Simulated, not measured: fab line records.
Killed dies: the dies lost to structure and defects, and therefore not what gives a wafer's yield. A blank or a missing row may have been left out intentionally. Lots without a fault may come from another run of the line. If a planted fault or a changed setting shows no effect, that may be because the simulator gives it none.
Chamber matching -- flow nand-harc -- 4 sister chambers for NHARC_P_CONTACT_ALD_22 on ald-metal-01
The step deposits TiN, target thk 3 nm, pulse time 1 s, ald cycles 150. 8 wafers are shown with their chamber, then 9 later ones without.

WAFERS PAIRED WITH THEIR CHAMBERS
wafer,chamber,heater-power-w (W),precursor-pulse-height-rel
L080.4,1,1146,0.998
L083.2,2,1049,1.000
L084.1,0,1062,0.984
L084.5,2,1004,0.949
L084.6,3,1050,0.981
L088.1,1,1170,1.015
L088.3,3,1036,0.987
L088.4,0,1053,0.996

WAFERS WITHOUT THEIR CHAMBER
wafer,heater-power-w (W),precursor-pulse-height-rel
L091.1,1054,0.989
L091.4,1048,0.994
L091.5,1028,0.975
L092.1,1064,0.980
L092.2,1019,0.981
L092.4,1172,0.979
L097.2,983,0.985
L097.3,1210,0.983
L097.5,1034,0.989

WHICH CHAMBER EACH ONE RAN IN
wafer,from the rows above,in truth
L091.1,can't be placed: 0 or 3 or 2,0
L091.4,can't be placed: 0 or 3 or 2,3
L091.5,can't be placed: 2 or 3 or 0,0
L092.1,can't be placed: 0 or 3 or 2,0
L092.2,can't be placed: 2 or 3 or 0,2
L092.4,1,1
L097.2,can't be placed: 2 or 3 or 0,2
L097.3,1,1
L097.5,can't be placed: 3 or 2 or 0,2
2 of 9 placed correctly. From these rows, 7 cannot be placed; in 7 the true chamber is one of the candidates. Wrongly placed: 0.
How it was worked out, from the rows above alone: a wafer's distance from a chamber is the root of the sum, over the readings, of the square of ((its reading less the chamber's mean) divided by the reading's scatter). The wafer belongs to the nearest chamber; if the next one is less than 2 further off, it can't be placed. The mean given for a chamber averages the wafers shown for that chamber. The scatter is the square root of a quotient: the sum, over the shown wafers, of each reading's squared deviation from its chamber's mean, divided by wafers minus chambers.
